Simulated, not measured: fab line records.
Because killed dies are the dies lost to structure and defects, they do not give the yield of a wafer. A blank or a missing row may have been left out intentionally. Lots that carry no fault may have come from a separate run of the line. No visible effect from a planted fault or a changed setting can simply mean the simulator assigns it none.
Problem report in the 8D (eight disciplines) form, filled by code | flow n5 finfet | the parts of the form that need people (team, actions taken, sign-off) are left out

## 1. WHAT WENT WRONG
sort_bin_8_speed at N5_PASSIVATION_PROBE_49 reads a mean of 0.42 % on 1 wafer of 1 lot; wafers without a fault read 0.00 % with a standard deviation of 0.036. Relative to the usual mean, that is a shift of +12 standard deviations.
Seen first at day 13 07:19 on prober-01, wafer L650.4. Wafers with a number at this step in the record: 15, from 7 lots. Rule for "out" (also "out of limits"): further than 4 standard deviations from the usual mean. Any other wafer with a number is counted as sound.

## 2. WHAT IT IS, WHAT IT ISN'T
question                    | is                                                                                                                         | is not
which readings at this step | sort_bin_8_speed, defect limited yield, killed at front end, killed dies, sort_bin_5_function, sort n pass, sort yield pct | killed_at_M0_to_M3, killed_at_M4_up, killed at contacts, killed at other, killed short, sort_bin_6_memory
which lots                  | L650                                                                                                                       | L641, L642, L645, L651, L659, L661
which wafers of those lots  | L650.4                                                                                                                     | L650.1, L650.2
read on which tools         | prober-01                                                                                                                  | prober-02
when                        | from day 13 07:19                                                                                                          | up to then (11 sound wafers); but 3 sound wafers of L651, L659, L661 came after

## 3. WHAT RULES OUT EACH SUSPECT
Counting: any tool at a process step up to the reading remains a suspect provided it ran every lot that is out. Sound lots after the first of them don't rule it out here, since some wafers of a struck lot are sound.
- rie diel-05 at N5_GATE_CUT_STRIP_42 (strips in O2): kept. The lot that is out, L650, ran on it at day 6 16:47; the last sound lot it ran before that was L645, at day 5 13:11.
- rie diel-01 at N5_PASSIVATION_DESCUM_12 (chemistry O2, time 7.9 s): kept. It ran the lot that is out, L650 (day 13 00:34).
- prober-01 at N5_PASSIVATION_PROBE_49: kept. The lot that is out, L650, ran on it at day 13 07:10; the last sound lot it ran before that was L645, at day 12 02:01. Out on those wafers are its own readings of defect limited yield, killed at front end, killed dies, sort_bin_5_function, sort_bin_8_speed, sort n pass, sort yield pct.
- At N5_GATE_CUT_STRIP_42, inside rie diel-05: chamber 0 took the wafers that are out, while their sound lot-mates went through chambers 2, 3.
- At N5_PASSIVATION_DESCUM_12, inside rie diel-01: chamber 3 took the wafers that are out, while their sound lot-mates went through chambers 0, 2.
The count leaves rie diel-05 at N5_GATE_CUT_STRIP_42, rie diel-01 at N5_PASSIVATION_DESCUM_12, and prober-01 at N5_PASSIVATION_PROBE_49.

## 4. THE CAUSE (what the simulator had put in)
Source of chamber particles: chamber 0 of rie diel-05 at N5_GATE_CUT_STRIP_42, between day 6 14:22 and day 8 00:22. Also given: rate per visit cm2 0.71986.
Counting left 3 suspects, and this tool is among them.

## 5. THE CHAIN OF EFFECTS, in route order
Each row: a reading where the mean over the struck wafers with a number is more than 3 standard deviations away from the usual. Only readings for which the record gives a usual standard deviation are gone through. hours: the time from each lot's start at the first step in this table that gives one to its start at this step, as a median over the lots. sigmas: the change in usual standard deviations.
hours | step                    | reading              | usual  | on struck wafers | change | sigmas
0     | N5_PASSIVATION_PROBE_49 | defect limited yield | 91.0 % | 84.2             | -6.8   | -4.5
0     | N5_PASSIVATION_PROBE_49 | killed at front end  | 44     | 146              | +102   | +7.8
0     | N5_PASSIVATION_PROBE_49 | killed dies          | 106    | 186              | +80    | +4.4
0     | N5_PASSIVATION_PROBE_49 | sort_bin_5_function  | 5.3 %  | 10.4             | +5.1   | +5.3
0     | N5_PASSIVATION_PROBE_49 | sort_bin_8_speed     | 0.00 % | 0.42             | +0.42  | +12
0     | N5_PASSIVATION_PROBE_49 | sort n pass          | 1074   | 989              | -85    | -4.7
0     | N5_PASSIVATION_PROBE_49 | sort yield pct       | 91.0 % | 83.8             | -7.2   | -4.8
Here are the process steps it includes:
- N5_PASSIVATION_PROBE_49

## 6. HOW IT WOULD HAVE BEEN CAUGHT EARLIER
First out-of-limits reading in this record: day 13 07:19, which is 161 hours after fault onset at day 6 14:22.
Of the tool readings at N5_GATE_CUT_STRIP_42 for which the record gives a usual standard deviation, none was out on any struck wafer, so an alarm limit of 4 standard deviations on them would not have fired.
Each of the lots that are out, 1 in all, had begun N5_GATE_CUT_STRIP_42 on rie diel-05 no later than day 13 07:19. A hold on the tool at that time would have spared none of them.
